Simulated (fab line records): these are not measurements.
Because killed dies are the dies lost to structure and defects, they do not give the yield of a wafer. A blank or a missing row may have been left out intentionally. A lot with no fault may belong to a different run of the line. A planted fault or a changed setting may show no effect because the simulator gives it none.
fab line records / flow n5_finfet
[record] lots = 11 wafers = 30 last_day = 17
route steps=1938 shown BEOL_M14@1753
lots with no fault: from the same line, run without faults
start_h: hours from the record's first day to the start of the lot's first wafer shown / wait_h: how many hours have passed since the lot's step before this one / " identical to the entry in the row above / L1.1+2: a single row standing in for several wafers / - either no value or no given start / * or withheld: withheld / < > ~ a bound
route shown NAME@n: a module of which the file shows steps, and the number in the route of the first / usual: average and standard deviation across the fault-free wafers / same: alike in all rows / chamber/n: place in a boat / sites: the reading at each site / _std_site: their standard deviation / _edge_site: mean of outer sites minus mean of inner sites / radius_mm: how far each site lies from the wafer's centre / mask NAME#n: copy n / behind: the most recent tool/chamber to have shaped the wafer / hold: reason for holding the lot/hours on hold/outcome of the hold / device: which transistor (n, p or np) failed to switch / end of line: the same wafers' tests at the end of the route / a step given without rows: its recipe and nothing more / killed: the dies lost at the first sort to structure and to defects; this is not the yield of the wafer / map: a wafer's dies, marking killed ones x, the rest . and places with no die _
set.NAME: the run value of the setting; set.NAME@STEP: its run value at that earlier step / model.NAME: the simulator's own value behind a step, which no gauge read
a sample of lots followed through the steps of the route, with each step as a table and each wafer as a row
services: when a tool's chamber went out of use (start_h, in hours from the record's first day, below 0 if earlier), for how many hours, and the reason
[[steps]]
[step N5_BEOL_M14_TRENCH_ETCH_34]
[recipe] chemistry = C4F8/O2/Ar target = SiO2 target_depth_a = 5566.5 mask_material = SOC he_inner_torr = 15 he_outer_torr = 30 time_s = 126.9 ion_energy_ev = 800 pressure_mtorr = 20 source_w = 1905 bias_w = 2040 Ar_flow_sccm = 400 C4F8_flow_sccm = 16 O2_flow_sccm = 12
[usual] bias_w = 2041/6 drypump_motor_current_A = 5.7/0.46 oes_product_au = 0.80/0.097 rf_vpp_V = 2218/15 showerhead_plenum_p_Torr = 3.36/0.048 throttle_valve_pct = 30.83/0.25
lot.wafer=L414.1 tool=rie_diel-02 chamber=3 start_h=241.06 wait_h=0.0 bias_w=2035 drypump_motor_current_A=6.1 oes_product_au=0.75 rf_hours_counter_h=138 rf_vpp_V=2220 showerhead_plenum_p_Torr=3.45 throttle_valve_pct=30.77
lot.wafer=L414.2 tool=rie_diel-02 chamber=2 start_h=241.06 wait_h=0.0 bias_w=2040 drypump_motor_current_A=6.0 oes_product_au=0.72 rf_hours_counter_h=192 rf_vpp_V=2200 showerhead_plenum_p_Torr=3.42 throttle_valve_pct=31.39
lot.wafer=L414.5 tool=rie_diel-02 chamber=2 start_h=241.06 wait_h=0.0 bias_w=2038 drypump_motor_current_A=5.9 oes_product_au=0.71 rf_hours_counter_h=- rf_vpp_V=2201 showerhead_plenum_p_Torr=3.42 throttle_valve_pct=31.38
lot.wafer=L415.1 tool=rie_diel-05 chamber=0 start_h=256.76 wait_h=0.0 bias_w=2037 drypump_motor_current_A=5.1 oes_product_au=0.96 rf_hours_counter_h=4 rf_vpp_V=2196 showerhead_plenum_p_Torr=3.38 throttle_valve_pct=30.55
lot.wafer=L415.2 tool=rie_diel-05 chamber=2 start_h=256.76 wait_h=0.0 bias_w=2039 drypump_motor_current_A=5.1 oes_product_au=0.69 rf_hours_counter_h=208 rf_vpp_V=2223 showerhead_plenum_p_Torr=3.27 throttle_valve_pct=30.91
lot.wafer=L415.3 tool=rie_diel-05 chamber=1 start_h=256.76 wait_h=0.0 bias_w=2042 drypump_motor_current_A=6.0 oes_product_au=0.89 rf_hours_counter_h=21 rf_vpp_V=2236 showerhead_plenum_p_Torr=3.37 throttle_valve_pct=30.61
lot.wafer=L421.3 tool=rie_diel-05 chamber=1 start_h=285.78 wait_h=0.0 bias_w=2033 drypump_motor_current_A=6.0 oes_product_au=0.90 rf_hours_counter_h=29 rf_vpp_V=2237 showerhead_plenum_p_Torr=3.37 throttle_valve_pct=30.64
lot.wafer=L421.6 tool=rie_diel-05 chamber=1 start_h=285.78 wait_h=0.0 bias_w=2030 drypump_motor_current_A=6.0 oes_product_au=0.90 rf_hours_counter_h=- rf_vpp_V=2238 showerhead_plenum_p_Torr=3.37 throttle_valve_pct=30.65
lot.wafer=L425.2 tool=rie_diel-05 chamber=0 start_h=308.60 wait_h=0.0 bias_w=2044 drypump_motor_current_A=5.1 oes_product_au=0.90 rf_hours_counter_h=22 rf_vpp_V=2195 showerhead_plenum_p_Torr=3.37 throttle_valve_pct=30.57
lot.wafer=L425.3 tool=rie_diel-05 chamber=1 start_h=308.60 wait_h=0.0 bias_w=2040 drypump_motor_current_A=6.0 oes_product_au=0.87 rf_hours_counter_h=38 rf_vpp_V=2239 showerhead_plenum_p_Torr=3.37 throttle_valve_pct=30.64
lot.wafer=L424.1 tool=rie_diel-02 chamber=1 start_h=322.92 wait_h=0.0 bias_w=2042 drypump_motor_current_A=6.1 oes_product_au=0.68 rf_hours_counter_h=213 rf_vpp_V=2234 showerhead_plenum_p_Torr=3.41 throttle_valve_pct=30.68
lot.wafer=L424.3 tool=rie_diel-02 chamber=0 start_h=322.92 wait_h=0.0 bias_w=2041 drypump_motor_current_A=5.6 oes_product_au=0.74 rf_hours_counter_h=162 rf_vpp_V=2215 showerhead_plenum_p_Torr=3.31 throttle_valve_pct=30.96
lot.wafer=L427.2 tool=rie_diel-05 chamber=1 start_h=324.47 wait_h=0.0 bias_w=2047 drypump_motor_current_A=6.0 oes_product_au=0.86 rf_hours_counter_h=44 rf_vpp_V=2236 showerhead_plenum_p_Torr=3.36 throttle_valve_pct=30.65
lot.wafer=L427.3 tool=rie_diel-05 chamber=0 start_h=324.47 wait_h=0.0 bias_w=2037 drypump_motor_current_A=5.1 oes_product_au=0.89 rf_hours_counter_h=27 rf_vpp_V=2195 showerhead_plenum_p_Torr=3.37 throttle_valve_pct=30.59
lot.wafer=L427.6 tool=rie_diel-05 chamber=1 start_h=324.47 wait_h=0.0 bias_w=2035 drypump_motor_current_A=6.0 oes_product_au=0.87 rf_hours_counter_h=- rf_vpp_V=2237 showerhead_plenum_p_Torr=3.36 throttle_valve_pct=30.65
lot.wafer=L431.1 tool=rie_diel-05 chamber=1 start_h=347.71 wait_h=0.0 bias_w=2028 drypump_motor_current_A=6.0 oes_product_au=0.84 rf_hours_counter_h=54 rf_vpp_V=2236 showerhead_plenum_p_Torr=3.36 throttle_valve_pct=30.64
lot.wafer=L431.4 tool=rie_diel-05 chamber=2 start_h=347.71 wait_h=0.0 bias_w=2047 drypump_motor_current_A=5.2 oes_product_au=0.66 rf_hours_counter_h=241 rf_vpp_V=2222 showerhead_plenum_p_Torr=3.25 throttle_valve_pct=30.97
lot.wafer=L431.6 tool=rie_diel-05 chamber=2 start_h=347.71 wait_h=0.0 bias_w=2055 drypump_motor_current_A=5.1 oes_product_au=0.66 rf_hours_counter_h=- rf_vpp_V=2222 showerhead_plenum_p_Torr=3.25 throttle_valve_pct=30.96
lot.wafer=L429.2 tool=rie_diel-01 chamber=0 start_h=354.30 wait_h=0.0 bias_w=2046 drypump_motor_current_A=6.6 oes_product_au=0.77 rf_hours_counter_h=116 rf_vpp_V=2219 showerhead_plenum_p_Torr=3.33 throttle_valve_pct=30.49
lot.wafer=L429.3 tool=rie_diel-01 chamber=2 start_h=354.30 wait_h=0.0 bias_w=2031 drypump_motor_current_A=5.7 oes_product_au=0.83 rf_hours_counter_h=83 rf_vpp_V=2200 showerhead_plenum_p_Torr=3.34 throttle_valve_pct=31.05
lot.wafer=L429.6 tool=rie_diel-01 chamber=2 start_h=354.30 wait_h=0.0 bias_w=2033 drypump_motor_current_A=5.7 oes_product_au=0.83 rf_hours_counter_h=- rf_vpp_V=2199 showerhead_plenum_p_Torr=3.34 throttle_valve_pct=31.03
lot.wafer=L434.1 tool=rie_diel-02 chamber=2 start_h=372.45 wait_h=0.0 bias_w=2045 drypump_motor_current_A=6.0 oes_product_au=0.67 rf_hours_counter_h=239 rf_vpp_V=2199 showerhead_plenum_p_Torr=3.40 throttle_valve_pct=31.40
lot.wafer=L434.5 tool=rie_diel-02 chamber=3 start_h=372.45 wait_h=0.0 bias_w=2038 drypump_motor_current_A=6.1 oes_product_au=0.70 rf_hours_counter_h=- rf_vpp_V=2218 showerhead_plenum_p_Torr=3.42 throttle_valve_pct=30.81
lot.wafer=L434.6 tool=rie_diel-02 chamber=2 start_h=372.45 wait_h=0.0 bias_w=2041 drypump_motor_current_A=6.0 oes_product_au=0.68 rf_hours_counter_h=- rf_vpp_V=2198 showerhead_plenum_p_Torr=3.40 throttle_valve_pct=31.39
lot.wafer=L435.2 tool=rie_diel-01 chamber=2 start_h=384.79 wait_h=0.0 bias_w=2036 drypump_motor_current_A=5.7 oes_product_au=0.82 rf_hours_counter_h=95 rf_vpp_V=2197 showerhead_plenum_p_Torr=3.34 throttle_valve_pct=31.05
lot.wafer=L435.5 tool=rie_diel-01 chamber=0 start_h=384.79 wait_h=0.0 bias_w=2042 drypump_motor_current_A=6.5 oes_product_au=0.76 rf_hours_counter_h=- rf_vpp_V=2219 showerhead_plenum_p_Torr=3.32 throttle_valve_pct=30.50
lot.wafer=L435.6 tool=rie_diel-01 chamber=3 start_h=384.79 wait_h=0.0 bias_w=2043 drypump_motor_current_A=4.8 oes_product_au=0.91 rf_hours_counter_h=- rf_vpp_V=2231 showerhead_plenum_p_Torr=3.38 throttle_valve_pct=30.93
lot.wafer=L436.1 tool=rie_diel-05 chamber=3 start_h=388.74 wait_h=0.0 bias_w=2041 drypump_motor_current_A=5.8 oes_product_au=0.90 rf_hours_counter_h=28 rf_vpp_V=2215 showerhead_plenum_p_Torr=3.37 throttle_valve_pct=31.11
lot.wafer=L436.2 tool=rie_diel-05 chamber=0 start_h=388.74 wait_h=0.0 bias_w=2031 drypump_motor_current_A=5.1 oes_product_au=0.85 rf_hours_counter_h=54 rf_vpp_V=2192 showerhead_plenum_p_Torr=3.36 throttle_valve_pct=30.61
lot.wafer=L436.3 tool=rie_diel-05 chamber=1 start_h=388.74 wait_h=0.0 bias_w=2044 drypump_motor_current_A=6.0 oes_product_au=0.82 rf_hours_counter_h=70 rf_vpp_V=2234 showerhead_plenum_p_Torr=3.35 throttle_valve_pct=30.67
[step N5_BEOL_M14_ANNEAL_48]
[recipe] temp_c = 225 time_s = 90 ambient = N2
[usual] wafer_temp_C_max = 226.31/0.29
lot.wafer=L414.1 tool=rtp_anneal-01 chamber=0 start_h=242.84 wait_h=0.7 wafer_temp_C_max=226.74
lot.wafer=L414.2 tool=rtp_anneal-01 chamber=0 start_h=242.84 wait_h=0.7 wafer_temp_C_max=226.61
lot.wafer=L414.5 tool=rtp_anneal-01 chamber=0 start_h=242.84 wait_h=0.7 wafer_temp_C_max=226.29
lot.wafer=L415.1 tool=rtp_anneal-01 chamber=0 start_h=258.75 wait_h=0.1 wafer_temp_C_max=226.26
lot.wafer=L415.2 tool=rtp_anneal-01 chamber=0 start_h=258.75 wait_h=0.1 wafer_temp_C_max=226.15
lot.wafer=L415.3 tool=rtp_anneal-01 chamber=0 start_h=258.75 wait_h=0.1 wafer_temp_C_max=226.16
lot.wafer=L421.3 tool=rtp_anneal-01 chamber=0 start_h=292.15 wait_h=1.0 wafer_temp_C_max=226.31
lot.wafer=L421.6 tool=rtp_anneal-01 chamber=0 start_h=292.15 wait_h=1.0 wafer_temp_C_max=226.12
lot.wafer=L425.2 tool=rtp_anneal-01 chamber=0 start_h=313.01 wait_h=1.1 wafer_temp_C_max=226.32
lot.wafer=L425.3 tool=rtp_anneal-01 chamber=0 start_h=313.01 wait_h=1.1 wafer_temp_C_max=226.67
lot.wafer=L424.1 tool=rtp_anneal-01 chamber=0 start_h=324.19 wait_h=0.1 wafer_temp_C_max=226.94
lot.wafer=L424.3 tool=rtp_anneal-01 chamber=0 start_h=324.19 wait_h=0.1 wafer_temp_C_max=225.85
lot.wafer=L427.2 tool=rtp_anneal-01 chamber=0 start_h=328.37 wait_h=0.2 wafer_temp_C_max=226.46
lot.wafer=L427.3 tool=rtp_anneal-01 chamber=0 start_h=328.37 wait_h=0.2 wafer_temp_C_max=226.50
lot.wafer=L427.6 tool=rtp_anneal-01 chamber=0 start_h=328.37 wait_h=0.2 wafer_temp_C_max=226.54
lot.wafer=L431.1 tool=rtp_anneal-02 chamber=0 start_h=351.31 wait_h=0.9 wafer_temp_C_max=226.27
lot.wafer=L431.4 tool=rtp_anneal-02 chamber=0 start_h=351.31 wait_h=0.9 wafer_temp_C_max=226.46
lot.wafer=L431.6 tool=rtp_anneal-02 chamber=0 start_h=351.31 wait_h=0.9 wafer_temp_C_max=226.38
lot.wafer=L429.2 tool=rtp_anneal-01 chamber=0 start_h=358.86 wait_h=0.5 wafer_temp_C_max=226.35
lot.wafer=L429.3 tool=rtp_anneal-01 chamber=0 start_h=358.86 wait_h=0.5 wafer_temp_C_max=226.02
lot.wafer=L429.6 tool=rtp_anneal-01 chamber=0 start_h=358.86 wait_h=0.5 wafer_temp_C_max=226.96
lot.wafer=L434.1 tool=rtp_anneal-01 chamber=0 start_h=375.28 wait_h=0.1 wafer_temp_C_max=226.18
lot.wafer=L434.5 tool=rtp_anneal-01 chamber=0 start_h=375.28 wait_h=0.1 wafer_temp_C_max=226.09
lot.wafer=L434.6 tool=rtp_anneal-01 chamber=0 start_h=375.28 wait_h=0.1 wafer_temp_C_max=226.19
lot.wafer=L435.2 tool=rtp_anneal-01 chamber=0 start_h=387.34 wait_h=0.2 wafer_temp_C_max=226.56
lot.wafer=L435.5 tool=rtp_anneal-01 chamber=0 start_h=387.34 wait_h=0.2 wafer_temp_C_max=226.40
lot.wafer=L435.6 tool=rtp_anneal-01 chamber=0 start_h=387.34 wait_h=0.2 wafer_temp_C_max=226.56
lot.wafer=L436.1 tool=rtp_anneal-01 chamber=0 start_h=392.90 wait_h=0.1 wafer_temp_C_max=226.41
lot.wafer=L436.2 tool=rtp_anneal-01 chamber=0 start_h=392.90 wait_h=0.1 wafer_temp_C_max=226.28
lot.wafer=L436.3 tool=rtp_anneal-01 chamber=0 start_h=392.90 wait_h=0.1 wafer_temp_C_max=226.05
[step N5_BEOL_M14_CMP_49]
[recipe] stop_on = SiO2 t_overpolish_s = 5.2 down_force_psi = 2 platen_rpm = 80 clearing_platen_down_force_psi = 2 clearing_platen_rpm = 80 post_cmp_clean = cu_alkaline target_thk_nm = 560 clearing_platen_pad_velocity_m_s = 1.5917 pad_velocity_m_s = 1.5917
[usual] barrier_field_endpoint_s = 11.41/0.2 head_pressure_psi = 2.000/0.0042 motor_current_A = 8.0/0.92 overpolish_run_s = 5.200/0.0088 slurry_filter_dp_kPa = 13.50/0.15 slurry_flow_ml_min = 150.0/0.44 time_to_endpoint_s = 122.8/3
lot.wafer=L414.2 tool=cmp-04 chamber=3 start_h=243.15 wait_h=0.2 barrier_field_endpoint_s=11.66 head_pressure_psi=1.995 motor_current_A=7.6 overpolish_run_s=5.200 slurry_filter_dp_kPa=13.46 slurry_flow_ml_min=150.2 time_to_endpoint_s=127.5
lot.wafer=L414.1 tool=cmp-04 chamber=0 start_h=243.15 wait_h=0.2 barrier_field_endpoint_s=11.32 head_pressure_psi=2.007 motor_current_A=8.2 overpolish_run_s=5.206 slurry_filter_dp_kPa=13.46 slurry_flow_ml_min=150.1 time_to_endpoint_s=122.5
lot.wafer=L414.5 tool=cmp-04 chamber=0 start_h=243.15 wait_h=0.2 barrier_field_endpoint_s=11.50 head_pressure_psi=1.999 motor_current_A=7.9 overpolish_run_s=5.194 slurry_filter_dp_kPa=13.55 slurry_flow_ml_min=150.4 time_to_endpoint_s=121.0
lot.wafer=L415.1 tool=cmp-03 chamber=0 start_h=259.04 wait_h=0.3 barrier_field_endpoint_s=11.18 head_pressure_psi=2.004 motor_current_A=8.1 overpolish_run_s=5.202 slurry_filter_dp_kPa=13.71 slurry_flow_ml_min=149.2 time_to_endpoint_s=121.6
lot.wafer=L415.2 tool=cmp-03 chamber=2 start_h=259.04 wait_h=0.3 barrier_field_endpoint_s=11.35 head_pressure_psi=2.000 motor_current_A=8.7 overpolish_run_s=5.194 slurry_filter_dp_kPa=13.36 slurry_flow_ml_min=149.6 time_to_endpoint_s=122.3
lot.wafer=L415.3 tool=cmp-03 chamber=3 start_h=259.04 wait_h=0.3 barrier_field_endpoint_s=11.24 head_pressure_psi=2.000 motor_current_A=9.7 overpolish_run_s=5.200 slurry_filter_dp_kPa=13.47 slurry_flow_ml_min=150.1 time_to_endpoint_s=121.2
lot.wafer=L421.3 tool=cmp-04 chamber=0 start_h=292.45 wait_h=0.3 barrier_field_endpoint_s=6.35 head_pressure_psi=2.000 motor_current_A=7.8 overpolish_run_s=5.192 slurry_filter_dp_kPa=13.22 slurry_flow_ml_min=150.4 time_to_endpoint_s=67.2
lot.wafer=L421.6 tool=cmp-04 chamber=3 start_h=292.45 wait_h=0.3 barrier_field_endpoint_s=11.39 head_pressure_psi=1.996 motor_current_A=6.9 overpolish_run_s=5.194 slurry_filter_dp_kPa=13.69 slurry_flow_ml_min=149.8 time_to_endpoint_s=123.5
lot.wafer=L425.3 tool=cmp-04 chamber=1 start_h=313.30 wait_h=0.2 barrier_field_endpoint_s=6.42 head_pressure_psi=1.994 motor_current_A=8.3 overpolish_run_s=5.207 slurry_filter_dp_kPa=13.58 slurry_flow_ml_min=150.2 time_to_endpoint_s=70.6
lot.wafer=L425.2 tool=cmp-04 chamber=3 start_h=313.30 wait_h=0.2 barrier_field_endpoint_s=11.60 head_pressure_psi=1.993 motor_current_A=6.9 overpolish_run_s=5.194 slurry_filter_dp_kPa=13.61 slurry_flow_ml_min=149.7 time_to_endpoint_s=124.9
lot.wafer=L424.1 tool=cmp-04 chamber=0 start_h=324.52 wait_h=0.3 barrier_field_endpoint_s=6.35 head_pressure_psi=2.002 motor_current_A=7.9 overpolish_run_s=5.182 slurry_filter_dp_kPa=13.68 slurry_flow_ml_min=150.8 time_to_endpoint_s=65.0
lot.wafer=L424.3 tool=cmp-04 chamber=2 start_h=324.52 wait_h=0.3 barrier_field_endpoint_s=6.30 head_pressure_psi=2.000 motor_current_A=8.1 overpolish_run_s=5.198 slurry_filter_dp_kPa=13.37 slurry_flow_ml_min=149.1 time_to_endpoint_s=65.5
lot.wafer=L427.2 tool=cmp-03 chamber=2 start_h=328.62 wait_h=0.2 barrier_field_endpoint_s=11.72 head_pressure_psi=2.000 motor_current_A=9.2 overpolish_run_s=5.207 slurry_filter_dp_kPa=13.46 slurry_flow_ml_min=149.4 time_to_endpoint_s=126.4
lot.wafer=L427.3 tool=cmp-03 chamber=1 start_h=328.62 wait_h=0.2 barrier_field_endpoint_s=11.32 head_pressure_psi=2.001 motor_current_A=6.6 overpolish_run_s=5.202 slurry_filter_dp_kPa=13.52 slurry_flow_ml_min=150.2 time_to_endpoint_s=120.8
lot.wafer=L427.6 tool=cmp-03 chamber=2 start_h=328.62 wait_h=0.2 barrier_field_endpoint_s=11.73 head_pressure_psi=2.006 motor_current_A=8.9 overpolish_run_s=5.198 slurry_filter_dp_kPa=13.59 slurry_flow_ml_min=150.5 time_to_endpoint_s=126.6
lot.wafer=L431.1 tool=cmp-01 chamber=1 start_h=351.64 wait_h=0.3 barrier_field_endpoint_s=11.51 head_pressure_psi=2.000 motor_current_A=7.0 overpolish_run_s=5.197 slurry_filter_dp_kPa=13.45 slurry_flow_ml_min=149.8 time_to_endpoint_s=124.1
lot.wafer=L431.4 tool=cmp-01 chamber=2 start_h=351.64 wait_h=0.3 barrier_field_endpoint_s=11.51 head_pressure_psi=2.002 motor_current_A=7.5 overpolish_run_s=5.200 slurry_filter_dp_kPa=13.42 slurry_flow_ml_min=150.3 time_to_endpoint_s=123.7
lot.wafer=L431.6 tool=cmp-01 chamber=0 start_h=351.64 wait_h=0.3 barrier_field_endpoint_s=11.51 head_pressure_psi=2.001 motor_current_A=8.4 overpolish_run_s=5.190 slurry_filter_dp_kPa=13.41 slurry_flow_ml_min=149.5 time_to_endpoint_s=123.1
lot.wafer=L429.3 tool=cmp-01 chamber=2 start_h=359.15 wait_h=0.2 barrier_field_endpoint_s=11.66 head_pressure_psi=2.001 motor_current_A=7.7 overpolish_run_s=5.192 slurry_filter_dp_kPa=13.45 slurry_flow_ml_min=150.1 time_to_endpoint_s=121.8
lot.wafer=L429.2 tool=cmp-01 chamber=0 start_h=359.15 wait_h=0.2 barrier_field_endpoint_s=11.34 head_pressure_psi=1.997 motor_current_A=8.2 overpolish_run_s=5.210 slurry_filter_dp_kPa=13.39 slurry_flow_ml_min=149.6 time_to_endpoint_s=119.1
lot.wafer=L429.6 tool=cmp-01 chamber=1 start_h=359.15 wait_h=0.2 barrier_field_endpoint_s=11.72 head_pressure_psi=2.001 motor_current_A=7.0 overpolish_run_s=5.204 slurry_filter_dp_kPa=13.77 slurry_flow_ml_min=150.1 time_to_endpoint_s=127.8
lot.wafer=L434.1 tool=cmp-01 chamber=3 start_h=375.65 wait_h=0.3 barrier_field_endpoint_s=11.50 head_pressure_psi=2.004 motor_current_A=7.2 overpolish_run_s=5.193 slurry_filter_dp_kPa=13.77 slurry_flow_ml_min=150.5 time_to_endpoint_s=124.1
lot.wafer=L434.6 tool=cmp-01 chamber=1 start_h=375.65 wait_h=0.3 barrier_field_endpoint_s=11.39 head_pressure_psi=1.992 motor_current_A=7.1 overpolish_run_s=5.192 slurry_filter_dp_kPa=13.36 slurry_flow_ml_min=149.7 time_to_endpoint_s=123.0
lot.wafer=L434.5 tool=cmp-01 chamber=2 start_h=375.65 wait_h=0.3 barrier_field_endpoint_s=11.77 head_pressure_psi=1.995 motor_current_A=7.4 overpolish_run_s=5.187 slurry_filter_dp_kPa=13.42 slurry_flow_ml_min=149.9 time_to_endpoint_s=127.0
lot.wafer=L435.2 tool=cmp-03 chamber=1 start_h=387.63 wait_h=0.2 barrier_field_endpoint_s=11.37 head_pressure_psi=1.999 motor_current_A=6.7 overpolish_run_s=5.198 slurry_filter_dp_kPa=13.58 slurry_flow_ml_min=149.9 time_to_endpoint_s=123.6
lot.wafer=L435.6 tool=cmp-03 chamber=0 start_h=387.63 wait_h=0.2 barrier_field_endpoint_s=11.69 head_pressure_psi=1.994 motor_current_A=8.6 overpolish_run_s=5.197 slurry_filter_dp_kPa=13.39 slurry_flow_ml_min=149.9 time_to_endpoint_s=127.1
lot.wafer=L435.5 tool=cmp-03 chamber=1 start_h=387.63 wait_h=0.2 barrier_field_endpoint_s=11.52 head_pressure_psi=2.001 motor_current_A=7.2 overpolish_run_s=5.197 slurry_filter_dp_kPa=13.24 slurry_flow_ml_min=150.2 time_to_endpoint_s=124.8
lot.wafer=L436.2 tool=cmp-04 chamber=1 start_h=393.24 wait_h=0.2 barrier_field_endpoint_s=11.04 head_pressure_psi=2.008 motor_current_A=8.0 overpolish_run_s=5.203 slurry_filter_dp_kPa=13.65 slurry_flow_ml_min=150.0 time_to_endpoint_s=119.4
lot.wafer=L436.3 tool=cmp-04 chamber=2 start_h=393.24 wait_h=0.2 barrier_field_endpoint_s=11.01 head_pressure_psi=1.998 motor_current_A=8.0 overpolish_run_s=5.181 slurry_filter_dp_kPa=13.70 slurry_flow_ml_min=149.5 time_to_endpoint_s=118.5
lot.wafer=L436.1 tool=cmp-04 chamber=3 start_h=393.24 wait_h=0.2 barrier_field_endpoint_s=11.23 head_pressure_psi=1.997 motor_current_A=7.3 overpolish_run_s=5.207 slurry_filter_dp_kPa=13.15 slurry_flow_ml_min=150.2 time_to_endpoint_s=121.7
[step N5_BEOL_M14_INSPECT_55]
[recipe] inspect_instrument = darkfield mode = post_dep
[usual] raw_defect_count = 69/21
lot.wafer=L414.1 tool=defect_inspect-01 chamber=- start_h=243.60 wait_h=0.0 raw_defect_count=48
lot.wafer=L414.2 tool=defect_inspect-01 chamber=- start_h=243.60 wait_h=0.0 raw_defect_count=64
lot.wafer=L414.5 tool=defect_inspect-01 chamber=- start_h=243.60 wait_h=0.0 raw_defect_count=47
lot.wafer=L415.1 tool=defect_inspect-02 chamber=- start_h=259.49 wait_h=0.0 raw_defect_count=59
lot.wafer=L415.2 tool=defect_inspect-02 chamber=- start_h=259.49 wait_h=0.0 raw_defect_count=106
lot.wafer=L415.3 tool=defect_inspect-02 chamber=- start_h=259.49 wait_h=0.0 raw_defect_count=106
lot.wafer=L421.3 tool=defect_inspect-02 chamber=- start_h=292.82 wait_h=0.0 raw_defect_count=84
lot.wafer=L421.6 tool=defect_inspect-02 chamber=- start_h=292.82 wait_h=0.0 raw_defect_count=75
lot.wafer=L425.2 tool=defect_inspect-01 chamber=- start_h=313.71 wait_h=0.0 raw_defect_count=51
lot.wafer=L425.3 tool=defect_inspect-01 chamber=- start_h=313.71 wait_h=0.0 raw_defect_count=53
lot.wafer=L424.1 tool=defect_inspect-01 chamber=- start_h=324.97 wait_h=0.0 raw_defect_count=87
lot.wafer=L424.3 tool=defect_inspect-01 chamber=- start_h=324.97 wait_h=0.0 raw_defect_count=111
lot.wafer=L427.2 tool=defect_inspect-02 chamber=- start_h=329.07 wait_h=0.0 raw_defect_count=54
lot.wafer=L427.3 tool=defect_inspect-02 chamber=- start_h=329.07 wait_h=0.0 raw_defect_count=75
lot.wafer=L427.6 tool=defect_inspect-02 chamber=- start_h=329.07 wait_h=0.0 raw_defect_count=37
lot.wafer=L431.1 tool=defect_inspect-01 chamber=- start_h=352.06 wait_h=0.0 raw_defect_count=58
lot.wafer=L431.4 tool=defect_inspect-01 chamber=- start_h=352.06 wait_h=0.0 raw_defect_count=51
lot.wafer=L431.6 tool=defect_inspect-01 chamber=- start_h=352.06 wait_h=0.0 raw_defect_count=50
lot.wafer=L429.2 tool=defect_inspect-01 chamber=- start_h=359.59 wait_h=0.0 raw_defect_count=49
lot.wafer=L429.3 tool=defect_inspect-01 chamber=- start_h=359.59 wait_h=0.0 raw_defect_count=63
lot.wafer=L429.6 tool=defect_inspect-01 chamber=- start_h=359.59 wait_h=0.0 raw_defect_count=43
lot.wafer=L434.1 tool=defect_inspect-02 chamber=- start_h=376.02 wait_h=0.0 raw_defect_count=50
lot.wafer=L434.5 tool=defect_inspect-02 chamber=- start_h=376.02 wait_h=0.0 raw_defect_count=106
lot.wafer=L434.6 tool=defect_inspect-02 chamber=- start_h=376.02 wait_h=0.0 raw_defect_count=51
lot.wafer=L435.2 tool=defect_inspect-02 chamber=- start_h=388.23 wait_h=0.2 raw_defect_count=75
lot.wafer=L435.5 tool=defect_inspect-02 chamber=- start_h=388.23 wait_h=0.2 raw_defect_count=63
lot.wafer=L435.6 tool=defect_inspect-02 chamber=- start_h=388.23 wait_h=0.2 raw_defect_count=73
lot.wafer=L436.1 tool=defect_inspect-02 chamber=- start_h=393.65 wait_h=0.0 raw_defect_count=68
lot.wafer=L436.2 tool=defect_inspect-02 chamber=- start_h=393.65 wait_h=0.0 raw_defect_count=80
lot.wafer=L436.3 tool=defect_inspect-02 chamber=- start_h=393.65 wait_h=0.0 raw_defect_count=69
[[services]]
tool=rie_diel-05 chamber=3 start_h=217.36 hours=2.8 kind=repair
tool=rie_diel-05 chamber=0 start_h=221.67 hours=- kind=clean
tool=rie_diel-05 chamber=0 start_h=221.67 hours=- kind=consumable_replace:focus_ring
tool=rie_diel-05 chamber=0 start_h=221.67 hours=19.9 kind=scheduled_down
tool=rie_diel-01 chamber=1 start_h=226.12 hours=7.0 kind=repair
tool=cmp-01 chamber=- start_h=227.10 hours=0.9 kind=repair
tool=cmp-04 chamber=- start_h=232.63 hours=0.3 kind=repair
tool=cmp-04 chamber=- start_h=246.71 hours=8.5 kind=pm
tool=cmp-01 chamber=- start_h=254.51 hours=4.0 kind=pm
tool=cmp-03 chamber=- start_h=269.07 hours=4.0 kind=pm
tool=rie_diel-05 chamber=- start_h=271.96 hours=10.0 kind=pm
tool=cmp-03 chamber=- start_h=290.07 hours=0.6 kind=repair
tool=rie_diel-05 chamber=3 start_h=292.57 hours=28.2 kind=repair
tool=cmp-01 chamber=- start_h=294.07 hours=9.1 kind=pm
tool=rie_diel-05 chamber=- start_h=311.93 hours=2.8 kind=pm
tool=rie_diel-05 chamber=3 start_h=321.20 hours=7.7 kind=repair
tool=rie_diel-01 chamber=3 start_h=343.36 hours=5.8 kind=repair
tool=rtp_anneal-02 chamber=- start_h=349.02 hours=1.1 kind=pm
tool=cmp-04 chamber=- start_h=357.89 hours=7.3 kind=pm
tool=cmp-04 chamber=- start_h=372.27 hours=4.0 kind=pm
tool=rie_diel-02 chamber=1 start_h=374.63 hours=3.0 kind=repair
tool=rie_diel-02 chamber=- start_h=380.59 hours=14.6 kind=pm
tool=rie_diel-05 chamber=1 start_h=388.94 hours=7.3 kind=repair
tool=cmp-01 chamber=- start_h=392.82 hours=5.6 kind=repair
[[key]]
[first_sign] step = N5_BEOL_M14_CMP_49 reading = barrier_field_endpoint_s direction = down sigmas = 25 usual = 11.41 struck = 6.35
[effect] step = N5_BEOL_M14_CMP_49 reading = time_to_endpoint_s direction = down sigmas = 19 usual = * struck = *
met_at N5_BEOL_M14_CMP_49
struck_lots L421,L424,L425
struck_wafers L421.3,L424.1,L424.3,L425.3
not_acting_at N5_BEOL_M14_TRENCH_ETCH_34,N5_BEOL_M14_ANNEAL_48,N5_BEOL_M14_INSPECT_55
onset_between 243.15 292.45
[fault] kind = process_parameter_drift tool = cmp-04 chamber = - onset_h = 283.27 steps = N5_BEOL_M14_CMP_49 channel = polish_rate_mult offset = 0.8 shape = step end_h = 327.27 scope = struck_wafers_only
